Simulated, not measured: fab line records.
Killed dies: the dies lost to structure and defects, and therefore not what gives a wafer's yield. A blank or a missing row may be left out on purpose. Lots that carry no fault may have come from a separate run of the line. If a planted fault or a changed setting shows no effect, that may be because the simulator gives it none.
Split-lot trial + flow n5-finfet + 21 wafers read across 7 lots, on a route 1938 steps long

== ON THE SPLIT ==
At N5_BEOL_M6_TRENCH_ETCH_37 (etches SiCOH lowk in C4F6/O2, target depth 94.435 nm, time 31.5 s), the setting time-s was moved away from the recipe's 31.5 s on 10 of the 21 wafers read, by -20.0% to +18.2%. The other wafers ran this setting at the recipe's value.

== FROM THE SPLIT TO THE READING: what the file shows between them, 11 steps ==
- N5_BEOL_M6_ETCH_41: etches SiCN in CH3F/O2, target depth 29.7 nm, time 52 s
- N5_BEOL_M6_STRIP_80: strips in N2/H2, time 10 s
- N5_BEOL_M6_OCD_MEAS_38
- N5_BEOL_M6_HM_STRIP_39: strips TiN in peroxide tin strip, target depth 25 nm, time 158 s
- N5_BEOL_M6_SRD_40: time 30 s
- N5_BEOL_M6_ECD_50: material Cu, target thk 300 nm
- N5_BEOL_M6_ANNEAL_51: time 90 s
- N5_BEOL_M6_CMP_52: polishes, stops on SiCOH lowk, t overpolish 6.9 s, target thk 80 nm
- N5_BEOL_M6_THK_MEAS_53: measures by xrf
- N5_BEOL_M6_PRE_CLEAN_55: time 15 s
- N5_BEOL_M6_DEP_56: deposits SiCN from 3MS/NH3, target thk 10 nm, time 17.5 s

== THE READING ==
At N5_BEOL_M6_RS_MEAS_57, a four-point-probe measurement gives M6_RS in ohm/sq. A value of 0.294 ohm/sq with a standard deviation of 0.011 ohm/sq is what fault-free wafers of this fab line usually give.

| wafer  | tool, chamber at the split | time-s as run, s | against the recipe | M6_RS, ohm/sq | against lot-mates on the recipe |
|--------|----------------------------|------------------|--------------------|---------------|---------------------------------|
| L075.3 | rie-diel-03, 0             | 35.66            | +13.2%             | 0.250         | -0.043                          |
| L075.4 | rie-diel-03, 0             | 31.5             | recipe             | 0.293         | -                               |
| L075.5 | rie-diel-03, 1             | 35.66            | +13.2%             | 0.246         | -0.047                          |
| L077.2 | rie-diel-01, 1             | 35.34            | +12.2%             | 0.249         | no lot-mate on the recipe       |
| L077.3 | rie-diel-01, 2             | 35.34            | +12.2%             | 0.237         | no lot-mate on the recipe       |
| L077.5 | rie-diel-01, 3             | 35.34            | +12.2%             | 0.256         | no lot-mate on the recipe       |
| L081.1 | rie-diel-01, 3             | 31.5             | recipe             | 0.318         | -                               |
| L081.2 | rie-diel-01, 0             | 31.5             | recipe             | 0.308         | -                               |
| L081.3 | rie-diel-01, 2             | 37.22            | +18.2%             | 0.227         | -0.086                          |
| L082.1 | rie-diel-03, 0             | 25.19            | -20.0%             | 0.419         | +0.134                          |
| L082.4 | rie-diel-03, 2             | 31.5             | recipe             | 0.285         | -                               |
| L082.5 | rie-diel-03, 1             | 25.19            | -20.0%             | 0.389         | +0.104                          |
| L084.4 | rie-diel-05, 1             | 31.5             | recipe             | 0.323         | -                               |
| L084.5 | rie-diel-05, 1             | 34.89            | +10.8%             | 0.267         | -0.041                          |
| L084.6 | rie-diel-05, 3             | 31.5             | recipe             | 0.294         | -                               |
| L090.1 | rie-diel-01, 2             | 31.5             | recipe             | 0.277         | -                               |
| L090.3 | rie-diel-01, 3             | 31.5             | recipe             | 0.293         | -                               |
| L090.4 | rie-diel-01, 1             | 31.5             | recipe             | 0.285         | -                               |
| L093.2 | rie-diel-05, 0             | 31.5             | recipe             | 0.306         | -                               |
| L093.4 | rie-diel-05, 2             | 36.81            | +16.9%             | 0.234         | -0.072                          |
| L093.5 | rie-diel-05, 0             | 31.5             | recipe             | 0.307         | -                               |

FIT RESULTS
A straight line over all 21 wafers: M6_RS changes by -0.00451 ohm/sq for each +1% of time-s; r = -0.96; the points scatter about the line by 0.013 ohm/sq.
The same after taking each lot's own level away (the mean of its wafers on the recipe; 18 wafers): -0.00499 ohm/sq for each +1%; r = -0.98; scatter 0.012 ohm/sq.
The reading moves by 0.1 ohm/sq for the largest change in time-s, on that fit.
From 0.2850 to 0.3130 ohm/sq: that is the span of the lots' own levels, equal to 2.5 times the standard deviation above.
Hence the lot-to-lot level has little effect on the slope; both slopes agree.
Check: for one of the wafers moved furthest among these (-20.0%), held out of the fit, the line's prediction against its lot-mates is +0.0929 ohm/sq. It came out at +0.134 ohm/sq against them.

== FURTHER SPLITS ON THESE WAFERS ==
Other splits were also applied to these wafers ahead of the reading. Each is held against what the fit with the lots' levels taken away leaves over:
| other split on the same wafers    | wafers away from the commonest value | r with M6_RS (lot level and that fit taken away) |
|-----------------------------------|--------------------------------------|--------------------------------------------------|
| N5_BEOL_M5_COAT_66 spin-rpm       | 7                                    | +0.43                                            |
| N5_BEOL_M6_PECVD_70 time-s        | 7                                    | +0.31                                            |
| N5_BEOL_M6_HM_DEP_02 target-thk-a | 6                                    | +0.24                                            |

== THE WHOLE CHAIN: every reading that the file lists as answering this split, in the file's order ==
| step                      | what it does                                                        | reading                                                                      | change (the file's fit)              | r (the file's) |
|---------------------------|---------------------------------------------------------------------|------------------------------------------------------------------------------|--------------------------------------|----------------|
| N5_BEOL_M6_TRENCH_ETCH_37 | etches SiCOH lowk in C4F6/O2, target depth 94.435 nm, time 31.5 s   | BEOL_M6.feature-depth-nm (the simulator's own value, which no gauge read)    | +1.09 nm for each +1% of the setting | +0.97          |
| N5_BEOL_M6_TRENCH_ETCH_37 | etches SiCOH lowk in C4F6/O2, target depth 94.435 nm, time 31.5 s   | etch.depth-nm (the simulator's own value, which no gauge read)               | +1.09 nm for each +1% of the setting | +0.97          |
| N5_BEOL_M6_OCD_MEAS_38    |                                                                     | trench-depth-nm                                                              | +1.1 nm for each +1% of the setting  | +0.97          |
| N5_BEOL_M6_CMP_52         | polishes, stops on SiCOH lowk, t overpolish 6.9 s, target thk 80 nm | Cu_of_BEOL_M6_ECD_50.thk-nm (the simulator's own value, which no gauge read) | +1.09 nm for each +1% of the setting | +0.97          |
| N5_BEOL_M6_THK_MEAS_53    | measures by xrf                                                     | M6_THK                                                                       | +1.1 for each +1% of the setting     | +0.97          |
| N5_BEOL_M6_RS_MEAS_57     | measures by four-point-probe                                        | M6_RS                                                                        | -0.00476 for each +1% of the setting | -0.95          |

== FILE'S OWN FIT ==
M6_RS changes by -0.00476 ohm/sq for each +1% of time-s, r = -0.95.
